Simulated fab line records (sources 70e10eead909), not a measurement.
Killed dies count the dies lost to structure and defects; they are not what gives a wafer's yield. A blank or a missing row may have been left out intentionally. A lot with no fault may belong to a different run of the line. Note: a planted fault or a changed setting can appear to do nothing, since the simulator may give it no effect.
fab line records	flow nand_harc	part 1 of 2: steps 1 to 22 of 29
record lots=5	wafers=15	last_day=33
route steps=1302 shown A_CONTACT@1098 A_BLC@1107
lots that met no fault: from a run of the same line without faults
start_h: the number of hours between the record's first day and the start of the first shown wafer of the lot	wait_h: hours since the lot's step before	" as in the row above	L1.1+2: a single row standing in for several wafers	- no value, or no start given	* or withheld: withheld	< > ~ a bound
route shown NAME@n: a module of which the file shows steps, and the number in the route of the first	usual: the fault-free wafers' mean and standard deviation	same: alike in all rows	chamber/n: place in a boat	sites: readings site by site	_std_site: how widely they spread, as a standard deviation	_edge_site: the outer-site mean with the inner-site mean subtracted	radius_mm: how far each site lies from the wafer's centre	mask NAME#n: copy n	behind: the most recent tool/chamber to have shaped the wafer	hold: reason for holding the lot/hours on hold/outcome of the hold	device: whichever transistor did not switch (one of n, p or np)	end of line: at the end of the route, the tests of the same wafers	a step with no rows: only its recipe	killed: count of dies lost to structure and defects at first sort (not the wafer's yield)	map: a wafer's dies, x killed, . not, _ none there
set.NAME: the run value of the setting; set.NAME@STEP: its run value at that earlier step	model.NAME: the simulator's own value behind a step, which no gauge read
lots seen at some steps along the route; tables by step, rows by wafer
services: from which hour (start_h, from the record's first day; less than 0 if before it) a tool's chamber was out of use, for how many hours, and why
## steps
# step NHARC_A_CONTACT_ETCH_110
# recipe target_depth_a=600	overetch_a=60	time_s=33	ion_energy_ev=100	cf4_flow_sccm=80	o2_flow_sccm=20	ar_flow_sccm=0	rf_w=300	bias_w=100	chemistry=CF4/O2
# usual cf4_flow_sccm=79.99/0.24	drypump_motor_current_A=5.6/0.44	o2_flow_sccm=19.99/0.058	oes_product_au=1.001/0.011	rf_vpp_V=197.5/1.6	showerhead_plenum_p_Torr=1.32/0.06	throttle_valve_pct=13.398/0.0091
lot.wafer	tool	chamber	start_h	wait_h	cf4_flow_sccm	drypump_motor_current_A	o2_flow_sccm	oes_product_au	rf_hours_counter_h	rf_vpp_V	showerhead_plenum_p_Torr	throttle_valve_pct
L074.2	rie_diel-11	3	505.58	0.1	80.19	6.1	20.02	0.998	21	196.2	1.25	13.403
L074.5	"	2	"	"	80.38	5.5	20.07	0.996	-	198.2	1.35	13.386
L074.6	"	3	"	"	79.84	6.0	19.96	1.002	-	196.7	1.25	13.384
L083.1	rie_diel-02	2	590.08	0.1	79.72	6.3	19.94	1.016	4	197.2	1.31	13.412
L083.4	"	3	"	"	79.77	5.2	19.91	0.995	4	197.6	1.30	13.400
L083.2	"	0	"	"	80.17	5.1	20.04	1.011	5	198.8	1.33	13.407
L082.3	rie_diel-02	3	593.90	0.1	79.60	5.2	19.95	1.000	5	196.2	1.30	13.405
L082.1	"	0	"	"	80.18	5.1	20.07	1.012	6	197.2	1.33	13.397
L082.2	"	2	"	"	80.41	6.3	20.08	1.002	5	197.4	1.30	13.389
L090.1	rie_diel-09	2	673.03	0.1	80.44	5.1	19.93	0.987	26	194.6	1.23	13.421
L090.3	"	3	"	"	80.27	6.0	20.02	0.984	31	199.7	1.41	13.393
L090.6	"	1	"	"	80.00	5.4	20.11	1.004	-	198.2	1.35	13.396
L095.1	rie_diel-02	1	730.45	0.1	79.65	6.3	19.97	0.996	46	197.3	1.34	13.404
L095.3	"	3	"	"	80.20	5.2	20.00	1.006	51	195.7	1.29	13.396
L095.5	"	1	"	"	79.63	6.3	20.02	0.991	-	197.5	1.34	13.409
# step NHARC_A_CONTACT_STRIP_26
# recipe o2_flow_sccm=500	ar_flow_sccm=0	bias_w=0	chemistry=O2
# usual drypump_motor_current_A=5.6/0.46	o2_flow_sccm=500.1/1.7	oes_product_au=1.004/0.011	rf_vpp_V=57.7/0.95	showerhead_plenum_p_Torr=3.49/0.16	throttle_valve_pct=17.037/0.0091
lot.wafer	tool	chamber	start_h	wait_h	drypump_motor_current_A	o2_flow_sccm	oes_product_au	rf_hours_counter_h	rf_vpp_V	showerhead_plenum_p_Torr	throttle_valve_pct
L074.2	rie_diel-11	0	-	-	6.5	500.2	0.977	23	56.1	3.40	17.042
L074.5	"	3	"	"	6.1	500.6	0.998	-	56.5	3.31	17.032
L074.6	"	0	"	"	6.5	499.8	0.983	-	57.3	3.40	17.033
L083.2	rie_diel-02	0	-	-	5.1	501.0	0.997	5	59.1	3.53	17.028
L083.4	"	1	"	"	6.4	499.9	0.995	6	58.7	3.57	17.036
L083.1	"	3	"	"	5.2	500.5	1.004	4	57.5	3.43	17.046
L082.1	rie_diel-02	2	-	-	6.3	501.2	1.008	5	56.0	3.45	17.047
L082.2	"	3	"	"	5.2	499.2	1.004	5	60.1	3.43	17.051
L082.3	"	1	"	"	6.3	496.8	1.004	7	57.2	3.57	17.035
L090.1	rie_diel-09	3	-	-	6.0	500.6	0.996	31	56.3	3.71	17.030
L090.3	"	0	"	"	5.3	503.7	0.991	29	56.0	3.28	17.033
L090.6	"	2	"	"	5.2	498.2	0.994	-	56.5	3.27	17.022
L095.3	rie_diel-02	0	-	-	5.1	497.8	1.020	56	59.3	3.50	17.025
L095.1	"	3	"	"	5.2	501.5	0.997	51	57.5	3.41	17.057
L095.5	"	1	"	"	6.3	499.7	0.999	-	57.9	3.55	17.040
# step NHARC_A_CONTACT_STRIP_27
# recipe time_s=600	temp_c=30	chemistry=post_etch_residue_remover
lot.wafer	tool	chamber	start_h	wait_h
L074.2+6+5	wet_bench-06	6,0,1	505.97	-
L083.2+1+4	wet_bench-05	0,2,5	590.46	-
L082.1+3+2	wet_bench-02	2,4,5	594.29	-
L090.6+1+3	wet_bench-02	6,7,0	673.41	-
L095.5+1+3	wet_bench-06	3,5,0	730.91	-
# step NHARC_A_CONTACT_ALD_18
# recipe target_thk_a=30	pulse_time_s=1	ald_cycles=150	temp_c=450	material=TiN
# usual heater_power_w=1105/160	precursor_pulse_height_rel=1.000/0.021
lot.wafer	tool	chamber	start_h	wait_h	heater_power_w	precursor_pulse_height_rel
L074.2	ald_metal-02	3	506.28	-	975	1.010
L074.6	"	0	"	"	1087	0.991
L074.5	"	1	"	"	889	1.011
L083.1	ald_metal-02	0	590.73	-	1056	1.024
L083.2	"	2	"	"	991	0.993
L083.4	"	3	"	"	961	0.978
L082.1	ald_metal-04	0	594.55	-	1225	0.972
L082.3	"	2	"	"	1097	0.993
L082.2	"	3	"	"	1129	1.001
L090.3	ald_metal-02	0	673.67	-	1051	1.005
L090.1	"	3	"	"	986	0.985
L090.6	"	0	"	"	1050	1.004
L095.3	ald_metal-04	2	731.19	-	1134	1.004
L095.1	"	3	"	"	1167	1.011
L095.5	"	1	"	"	1060	0.991
# step NHARC_A_CONTACT_CVD_19
# recipe target_thk_a=3000	temp_c=300	pressure_torr=40	wf6_flow_sccm=40	h2_flow_sccm=1600	ar_flow_sccm=1560	time_s=802	material=W
# usual heater_power_w=485/21	throttle_valve_pct=8.2/0.41
lot.wafer	tool	chamber	start_h	wait_h	heater_power_w	throttle_valve_pct
L074.2	cvd_w-01	1	-	-	475	8.0
L074.5	"	0	"	"	488	7.9
L074.6	"	1	"	"	465	8.2
L083.2	cvd_w-01	1	-	-	491	8.0
L083.1	"	0	"	"	474	7.7
L083.4	"	1	"	"	502	7.6
L082.2	cvd_w-01	0	-	-	500	7.7
L082.1	"	1	"	"	494	7.8
L082.3	"	0	"	"	471	7.3
L090.1	cvd_w-02	1	-	-	512	8.9
L090.3	"	0	"	"	479	8.5
L090.6	"	0	"	"	485	8.6
L095.1	cvd_w-02	1	-	-	516	8.6
L095.3	"	1	"	"	505	8.8
L095.5	"	1	"	"	530	8.7
# step NHARC_A_CONTACT_CMP_20
# recipe t_overpolish_s=30	target_thk_nm=300
# usual motor_current_A=11.8/1.2	overpolish_run_s=30.000/0.0094	time_to_endpoint_s=61/3.1
lot.wafer	tool	chamber	start_h	wait_h	motor_current_A	overpolish_run_s	time_to_endpoint_s
L074.2	cmp-01	0	507.40	0.7	11.9	30.010	59
L074.6	"	1	"	"	10.3	30.004	63
L074.5	"	2	"	"	10.6	30.002	63
L083.4	cmp-02	0	591.82	0.5	10.2	29.998	63
L083.1	"	2	"	"	13.1	30.008	61
L083.2	"	3	"	"	13.6	30.006	62
L082.1	cmp-02	0	595.67	0.7	9.9	29.987	56
L082.2	"	1	"	"	10.6	30.008	59
L082.3	"	2	"	"	13.6	29.986	58
L090.3	cmp-03	1	674.80	0.4	12.0	29.994	71
L090.1	"	3	"	"	12.1	30.016	65
L090.6	"	1	"	"	11.5	29.994	68
L095.3	cmp-03	0	732.28	0.4	12.4	30.015	60
L095.1	"	1	"	"	12.5	29.996	68
L095.5	"	3	"	"	12.2	30.003	63
# step NHARC_A_CONTACT_SRD_22
lot.wafer	tool	chamber	start_h	wait_h
L074.6+2+5	wet_bench-06	2,4,5	507.65	0.0
L083.1+4+2	wet_bench-06	5,6,7	592.15	0.1
L082.2+1+3	wet_bench-06	3,5,7	595.97	0.0
L090.3+1+6	wet_bench-06	5,6,7	675.10	0.0
L095.5+3+1	wet_bench-02	1,2,3	732.59	0.0
# step NHARC_A_CONTACT_INSPECT_23
# usual raw_defect_count=525/130
lot.wafer	tool	chamber	start_h	wait_h	raw_defect_count
L074.2	defect_inspect-01	-	507.72	0.1	549
L074.5	"	-	"	"	486
L074.6	"	-	"	"	384
L083.1	defect_inspect-01	-	592.22	0.1	522
L083.2	"	-	"	"	807
L083.4	"	-	"	"	617
L082.1	defect_inspect-01	-	596.05	0.1	930
L082.2	"	-	"	"	400
L082.3	"	-	"	"	659
L090.1	defect_inspect-01	-	675.18	0.1	428
L090.3	"	-	"	"	526
L090.6	"	-	"	"	608
L095.1	defect_inspect-01	-	732.66	0.1	365
L095.3	"	-	"	"	432
L095.5	"	-	"	"	393
# step NHARC_A_BLC_DEHYDRATE_00
# recipe temp_c=150	time_s=120
# usual chill_plate_temp_C=23.00/0.096
lot.wafer	tool	chamber	start_h	wait_h	chill_plate_temp_C
L074.2	litho_track-06	0	507.78	0.1	22.99
L074.5	"	0	"	"	22.82
L074.6	"	0	"	"	22.91
L083.1	litho_track-06	0	592.28	0.1	23.16
L083.2	"	0	"	"	23.18
L083.4	"	0	"	"	23.11
L082.1	litho_track-06	0	596.11	0.1	22.94
L082.2	"	0	"	"	23.12
L082.3	"	0	"	"	23.09
L090.1	litho_track-01	0	675.23	0.1	22.96
L090.3	"	0	"	"	23.08
L090.6	"	0	"	"	22.97
L095.1	litho_track-01	0	732.72	0.1	23.09
L095.3	"	0	"	"	23.02
L095.5	"	0	"	"	23.07
# step NHARC_A_BLC_HMDS_01
# recipe time_s=30
# usual chill_plate_temp_C=23.00/0.095
lot.wafer	tool	chamber	start_h	wait_h	chill_plate_temp_C
L074.2	litho_track-06	0	-	-	23.05
L074.5	"	0	"	"	22.93
L074.6	"	0	"	"	22.92
L083.1	litho_track-06	0	-	-	23.13
L083.2	"	0	"	"	23.07
L083.4	"	0	"	"	22.97
L082.1	litho_track-06	0	-	-	23.05
L082.2	"	0	"	"	23.10
L082.3	"	0	"	"	22.91
L090.1	litho_track-01	0	-	-	23.01
L090.3	"	0	"	"	23.07
L090.6	"	0	"	"	22.95
L095.1	litho_track-01	0	-	-	23.07
L095.3	"	0	"	"	23.01
L095.5	"	0	"	"	23.22
# step NHARC_A_BLC_COAT_02
# recipe temp_c=260	time_s=75
# usual chill_plate_temp_C=23.02/0.11
lot.wafer	tool	chamber	start_h	wait_h	chill_plate_temp_C
L074.2	litho_track-06	0	-	-	23.10
L074.5	"	0	"	"	23.21
L074.6	"	0	"	"	23.16
L083.1	litho_track-06	0	-	-	22.85
L083.2	"	0	"	"	23.11
L083.4	"	0	"	"	23.08
L082.1	litho_track-06	0	-	-	22.95
L082.2	"	0	"	"	22.98
L082.3	"	0	"	"	22.98
L090.1	litho_track-01	0	-	-	22.81
L090.3	"	0	"	"	22.93
L090.6	"	0	"	"	23.06
L095.1	litho_track-01	0	-	-	23.03
L095.3	"	0	"	"	23.14
L095.5	"	0	"	"	23.00
# step NHARC_A_BLC_COAT_03
# recipe temp_c=225	time_s=65
# usual chill_plate_temp_C=22.99/0.098
lot.wafer	tool	chamber	start_h	wait_h	chill_plate_temp_C
L074.2	litho_track-06	0	-	-	23.11
L074.5	"	0	"	"	22.98
L074.6	"	0	"	"	23.01
L083.1	litho_track-06	0	-	-	22.94
L083.2	"	0	"	"	23.14
L083.4	"	0	"	"	23.07
L082.1	litho_track-06	0	-	-	22.96
L082.2	"	0	"	"	23.03
L082.3	"	0	"	"	23.21
L090.1	litho_track-01	0	-	-	23.02
L090.3	"	0	"	"	23.02
L090.6	"	0	"	"	22.96
L095.1	litho_track-01	0	-	-	22.99
L095.3	"	0	"	"	22.97
L095.5	"	0	"	"	22.92
# step NHARC_A_BLC_COAT_04
# recipe spin_rpm=1500	resist_thk_nm=90
# usual chill_plate_temp_C=22.98/0.11
lot.wafer	tool	chamber	start_h	wait_h	chill_plate_temp_C
L074.2	litho_track-06	0	-	-	22.94
L074.5	"	0	"	"	22.97
L074.6	"	0	"	"	22.93
L083.1	litho_track-06	0	-	-	23.03
L083.2	"	0	"	"	23.11
L083.4	"	0	"	"	23.12
L082.1	litho_track-06	0	-	-	23.11
L082.2	"	0	"	"	22.94
L082.3	"	0	"	"	23.12
L090.1	litho_track-01	0	-	-	23.08
L090.3	"	0	"	"	22.96
L090.6	"	0	"	"	22.91
L095.1	litho_track-01	0	-	-	22.84
L095.3	"	0	"	"	22.87
L095.5	"	0	"	"	22.88
# step NHARC_A_BLC_SOFTBAKE_05
# recipe temp_c=105	time_s=55
# usual chill_plate_temp_C=22.99/0.11
lot.wafer	tool	chamber	start_h	wait_h	chill_plate_temp_C
L074.2	litho_track-06	0	-	-	22.92
L074.5	"	0	"	"	22.94
L074.6	"	0	"	"	22.99
L083.1	litho_track-06	0	-	-	22.94
L083.2	"	0	"	"	23.01
L083.4	"	0	"	"	23.05
L082.1	litho_track-06	0	-	-	22.84
L082.2	"	0	"	"	22.90
L082.3	"	0	"	"	22.92
L090.1	litho_track-01	0	-	-	22.88
L090.3	"	0	"	"	23.02
L090.6	"	0	"	"	23.00
L095.1	litho_track-01	0	-	-	23.05
L095.3	"	0	"	"	23.18
L095.5	"	0	"	"	23.11
# step NHARC_A_BLC_EBR_06
# usual chill_plate_temp_C=22.99/0.1
lot.wafer	tool	chamber	start_h	wait_h	chill_plate_temp_C
L074.2	litho_track-06	0	-	-	23.01
L074.5	"	0	"	"	23.15
L074.6	"	0	"	"	23.24
L083.1	litho_track-06	0	-	-	22.88
L083.2	"	0	"	"	22.84
L083.4	"	0	"	"	22.90
L082.1	litho_track-06	0	-	-	22.84
L082.2	"	0	"	"	22.95
L082.3	"	0	"	"	22.99
L090.1	litho_track-01	0	-	-	22.97
L090.3	"	0	"	"	23.27
L090.6	"	0	"	"	22.95
L095.1	litho_track-01	0	-	-	23.11
L095.3	"	0	"	"	23.09
L095.5	"	0	"	"	23.06
# step NHARC_A_BLC_EXPOSE_07
# recipe na=1.35	target_cd_nm=100	dose_mj=67.97	mask_id=A_BLC
# usual exposure_dose_mJ_cm2=67.93/0.066
# same na=1.35
lot.wafer	tool	chamber	start_h	wait_h	mask	exposure_dose_mJ_cm2
L074.2	arfi_scanner-01	0	507.97	-	A_BLC#0	67.95
L074.5	"	0	"	"	A_BLC#0	67.98
L074.6	"	0	"	"	A_BLC#0	67.90
L083.1	arfi_scanner-01	0	592.59	-	A_BLC#0	68.00
L083.2	"	0	"	"	A_BLC#0	67.95
L083.4	"	0	"	"	A_BLC#0	67.97
L082.1	arfi_scanner-02	0	596.42	-	A_BLC#0	67.91
L082.2	"	0	"	"	A_BLC#0	67.93
L082.3	"	0	"	"	A_BLC#0	68.03
L090.1	arfi_scanner-01	0	675.54	-	A_BLC#0	68.02
L090.3	"	0	"	"	A_BLC#0	67.90
L090.6	"	0	"	"	A_BLC#0	67.97
L095.1	arfi_scanner-03	0	733.03	-	A_BLC#0	67.97
L095.3	"	0	"	"	A_BLC#0	67.91
L095.5	"	0	"	"	A_BLC#0	67.92
# step NHARC_A_BLC_PEB_08
# recipe peb_temp_c=100	peb_time_s=65
# usual chill_plate_temp_C=23.02/0.1
lot.wafer	tool	chamber	start_h	wait_h	chill_plate_temp_C
L074.2	litho_track-04	0	508.03	0.1	23.18
L074.5	"	0	"	"	23.00
L074.6	"	0	"	"	23.05
L083.1	litho_track-06	0	592.65	0.1	22.88
L083.2	"	0	"	"	22.96
L083.4	"	0	"	"	23.00
L082.1	litho_track-06	0	596.48	0.1	23.09
L082.2	"	0	"	"	23.07
L082.3	"	0	"	"	23.11
L090.1	litho_track-06	0	675.60	0.1	23.22
L090.3	"	0	"	"	23.19
L090.6	"	0	"	"	23.13
L095.1	litho_track-01	0	733.09	0.1	22.97
L095.3	"	0	"	"	22.97
L095.5	"	0	"	"	22.83
# step NHARC_A_BLC_DEVELOP_09
# recipe develop_time_s=35	dev_temp_c=23
# usual chill_plate_temp_C=22.96/0.093	developer_temp_C=23.00/0.11
lot.wafer	tool	chamber	start_h	wait_h	chill_plate_temp_C	developer_temp_C
L074.2	litho_track-04	0	-	-	22.77	22.99
L074.5	"	0	"	"	22.81	22.81
L074.6	"	0	"	"	22.98	22.95
L083.1	litho_track-06	0	-	-	23.13	23.08
L083.2	"	0	"	"	23.08	22.96
L083.4	"	0	"	"	23.08	23.14
L082.1	litho_track-06	0	-	-	22.98	23.01
L082.2	"	0	"	"	22.90	23.04
L082.3	"	0	"	"	22.94	22.94
L090.1	litho_track-06	0	-	-	23.10	23.10
L090.3	"	0	"	"	23.03	23.36
L090.6	"	0	"	"	22.90	23.21
L095.1	litho_track-01	0	-	-	23.15	22.87
L095.3	"	0	"	"	23.01	22.75
L095.5	"	0	"	"	22.94	23.06
# step NHARC_A_BLC_CD_MEAS_10
# recipe target_cd_nm=100	landing_energy_ev=500
# usual cd_nm=100.3/0.63
lot.wafer	tool	chamber	start_h	wait_h	cd_nm
L074.2	cd_sem-02	0	508.11	-	100.2
L074.5	"	0	"	"	100.8
L074.6	"	0	"	"	100.2
L083.1	cd_sem-03	0	592.73	-	99.0
L083.2	"	0	"	"	100.6
L083.4	"	0	"	"	99.6
L082.1	cd_sem-02	0	596.56	-	100.0
L082.2	"	0	"	"	99.4
L082.3	"	0	"	"	99.7
L090.1	cd_sem-01	0	675.68	-	99.2
L090.3	"	0	"	"	100.5
L090.6	"	0	"	"	99.7
L095.1	cd_sem-01	0	733.17	-	99.9
L095.3	"	0	"	"	99.8
L095.5	"	0	"	"	99.5
# step NHARC_A_BLC_OVL_MEAS_11
# usual overlay_x_nm=0.0/0.94	overlay_y_nm=-0.1/0.82
lot.wafer	tool	chamber	start_h	wait_h	overlay_x_nm	overlay_y_nm
L074.2	overlay-02	-	508.19	-	1.4	-0.5
L074.5	"	-	"	"	1.0	-0.9
L074.6	"	-	"	"	1.3	-0.7
L083.1	overlay-01	-	592.82	-	-0.1	-0.1
L083.2	"	-	"	"	-0.1	0.4
L083.4	"	-	"	"	0.0	0.6
L082.1	overlay-01	-	596.65	-	0.2	1.9
L082.2	"	-	"	"	0.7	1.5
L082.3	"	-	"	"	0.4	1.6
L090.1	overlay-02	-	675.77	-	0.0	0.7
L090.3	"	-	"	"	0.0	1.2
L090.6	"	-	"	"	0.0	0.8
L095.1	overlay-01	-	733.25	-	0.6	-0.4
L095.3	"	-	"	"	0.9	0.4
L095.5	"	-	"	"	0.5	-0.2
# step NHARC_A_BLC_INSPECT_12
# usual raw_defect_count=83/33
lot.wafer	tool	chamber	start_h	wait_h	raw_defect_count
L074.2	defect_inspect-02	-	508.23	0.0	120
L074.5	"	-	"	"	120
L074.6	"	-	"	"	106
L083.1	defect_inspect-02	-	592.86	0.0	122
L083.2	"	-	"	"	105
L083.4	"	-	"	"	100
L082.1	defect_inspect-01	-	596.69	0.0	82
L082.2	"	-	"	"	77
L082.3	"	-	"	"	63
L090.1	defect_inspect-01	-	675.81	0.0	74
L090.3	"	-	"	"	57
L090.6	"	-	"	"	66
L095.1	defect_inspect-02	-	733.29	0.0	27
L095.3	"	-	"	"	37
L095.5	"	-	"	"	27
# step NHARC_A_BLC_DESCUM_15
# recipe time_s=3	o2_flow_sccm=200	ar_flow_sccm=0	bias_power_w=0	chemistry=O2
# usual drypump_motor_current_A=5.7/0.4	o2_flow_sccm=199.8/0.53	oes_product_au=0.999/0.0094	rf_vpp_V=57.8/0.89	showerhead_plenum_p_Torr=1.93/0.097	throttle_valve_pct=11.310/0.0086
lot.wafer	tool	chamber	start_h	wait_h	drypump_motor_current_A	o2_flow_sccm	oes_product_au	rf_hours_counter_h	rf_vpp_V	showerhead_plenum_p_Torr	throttle_valve_pct
L074.2	rie_diel-03	1	508.31	0.1	6.1	200.0	0.997	2	58.6	1.81	11.300
L074.6	"	2	"	"	5.9	199.3	0.999	-	59.0	2.03	11.313
L074.5	"	3	"	"	6.1	199.4	1.012	-	56.9	2.04	11.306
L083.2	rie_diel-06	3	592.92	0.1	5.9	199.3	1.008	8	58.4	1.88	11.316
L083.4	"	0	"	"	5.3	199.4	1.024	8	57.2	1.86	11.313
L083.1	"	2	"	"	5.1	199.7	0.991	7	58.6	2.03	11.297
L082.2	rie_diel-03	3	596.75	0.1	6.1	199.8	0.994	7	59.0	2.04	11.328
L082.1	"	1	"	"	6.0	200.5	0.997	8	56.7	1.80	11.300
L082.3	"	2	"	"	5.9	200.4	0.990	8	58.8	2.02	11.315
L090.1	rie_diel-06	3	675.87	0.1	5.9	199.7	0.992	0	56.9	1.88	11.318
L090.3	"	1	"	"	5.8	200.0	0.989	0	57.6	1.97	11.307
L090.6	"	2	"	"	5.1	200.3	0.992	-	57.5	2.03	11.308
L095.1	rie_diel-03	1	733.36	0.1	6.0	199.6	1.002	5	57.8	1.80	11.308
L095.3	"	2	"	"	5.9	200.0	1.006	5	56.0	2.02	11.317
L095.5	"	0	"	"	5.1	198.8	1.007	-	57.5	1.81	11.317
